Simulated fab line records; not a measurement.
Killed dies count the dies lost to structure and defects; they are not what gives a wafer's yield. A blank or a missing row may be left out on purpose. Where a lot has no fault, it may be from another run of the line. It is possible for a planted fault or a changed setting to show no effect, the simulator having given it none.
Struck lot and sound lot, side by side / flow n5-finfet / 34 steps out of a route of 1938
Sound: wafers L480.1, L480.4, L480.6. The struck wafers were L490.1, L490.4, L490.5. The cause is named last.
At each step with rows: each side's tool, then ch and its chambers, then its first start. Under that, the readings that differ: sound wafers / struck wafers / difference of the means / sigmas: that difference in standard deviations of wafers without a fault.
alike: same words and numbers on both sides, and readings whose means sit less than 2 such deviations apart. not compared: any withheld reading, any reading some wafer has no value for, any bound like >300 that may hide the same value, and any number with overlapping values for which the record gives no deviation.
A row with sigmas, a row that says differs or no value, or rows on one side alone: a step with any of these is where the two part. Numbers that have no deviation but don't overlap get no sigmas and don't part them. A reading that every wafer of one side lacks parts them only if that side has two wafers or more.

first, 9 steps without rows for these wafers: N5_GATE_CUT_DESCUM_18 (chemistry O2, time 7 s); N5_GATE_CUT_ETCH_28 (etches underlayer in N2/H2, target depth 13 nm, time 10.4 s); N5_GATE_CUT_ETCH_36 (etches SiARC in CF4, target depth 13 nm, time 21.7 s); N5_GATE_CUT_ETCH_37 (etches SOC in N2/H2, target depth 60 nm, overetch 12 nm, time 90 s); N5_GATE_CUT_STRIP_38 (strips in N2/H2); N5_GATE_CUT_STRIP_39 (strips in N2/H2); N5_GATE_CUT_HM_OPEN_40 (chemistry C4F6/O2, target SiO2, target depth 139 nm, time 85.1 s); N5_GATE_CUT_STRIP_41 (strips in CF4); N5_GATE_CUT_STRIP_42 (strips in O2).
N5_GATE_CUT_ETCH_19: etches SiNx in CH3F/O2, target depth 53.7 nm, time 76.7 s.
  sound on rie-diel-04 ch 0,2,3, day 6 07:02; struck on rie-diel-04 ch 0,3, day 8 19:39
  alike: drypump-motor-current-A, etch-rf-on-time-s, mfc-ar-sccm, oes_o_777_au, oes-product-au, rf-vpp-V, showerhead-plenum-p-Torr, throttle-valve-pct
  not compared: rf-hours-counter-h
then, 23 steps without rows for these wafers: N5_GATE_CUT_CUT_ETCH_53 (etches W in SF6/Cl2, target depth 79.2 nm); N5_GATE_CUT_CUT_ETCH_54 (etches TiN in Cl2/BCl3, target depth 96.7 nm); N5_GATE_CUT_CUT_ETCH_55 (etches HfO2 in BCl3, target depth 3.2 nm); N5_GATE_CUT_ETCH_47 (etches SiO2 in Cl2/BCl3, target depth 10 nm); N5_GATE_CUT_VAPOR_ETCH_48 (etches TiN in BCl3/Cl2); N5_GATE_CUT_VAPOR_ETCH_49 (etches TiAlC in BCl3/Cl2); N5_GATE_CUT_VAPOR_ETCH_51 (etches HfO2 in BCl3/Cl2); N5_GATE_CUT_STRIP_21 (strips in N2/H2, time 30 s); N5_GATE_CUT_STRIP_29 (strips in post etch residue remover, time 60 s); N5_GATE_CUT_SRD_52 (time 30 s); N5_GATE_CUT_ALD_22 (deposits SiNx, target thk 16 nm, pulse time 1 s, ald cycles 320); N5_GATE_CUT_CMP_23 (polishes, stops on SiO2, t overpolish 23.4 s, target thk 16 nm); N5_GATE_CUT_CMP_43 (polishes SiO2); N5_GATE_CUT_CMP_61 (polishes, stops on SiNx, t overpolish 3 s); N5_MOL_CONTACT_COAG_COAT_103 (time 60 s, resist thk 80 nm); N5_MOL_CONTACT_COAG_COAT_104 (time 60 s, resist thk 12 nm); N5_MOL_CONTACT_COAG_COAT_58 (time 60 s, resist thk 10 nm); N5_MOL_CONTACT_COAG_COAT_02 (resist thk 30 nm); N5_MOL_CONTACT_COAG_EBR_04; N5_MOL_CONTACT_COAG_SOFTBAKE_03 (time 60 s); N5_MOL_CONTACT_COAG_EXPOSE_05 (exposes mask CA, defocus 0 nm); N5_MOL_CONTACT_COAG_PEB_06 (peb time 60 s); N5_MOL_CONTACT_COAG_DEVELOP_07 (develop time 30 s).
-- the record jumps here: 8 days lie between the struck wafers' starts before and after (it left off in module MOL_CONTACT_COAG and takes up again in module PASSIVATION, whose first step shown is number 1936 of the route) --
N5_PASSIVATION_PROBE_49:
  sound on prober-01, day 14 01:26; struck on prober-02, day 16 20:52
reading=killed-at-front-end; sound=62 44 33; struck=124 119 114; difference=+73; sigmas=+6
reading=killed-at-other; sound=1 3 1; struck=10 8 7; difference=+7; sigmas=+2
reading=killed-dies; sound=123 100 95; struck=201 193 176; difference=+84; sigmas=+5
  alike: killed_at_M0_to_M3, killed_at_M4_up, killed-at-contacts, killed-open, killed-short

== WHERE THEY PART ==
Within this record, at N5_PASSIVATION_PROBE_49 only.

WHY: the cause the simulator had injected
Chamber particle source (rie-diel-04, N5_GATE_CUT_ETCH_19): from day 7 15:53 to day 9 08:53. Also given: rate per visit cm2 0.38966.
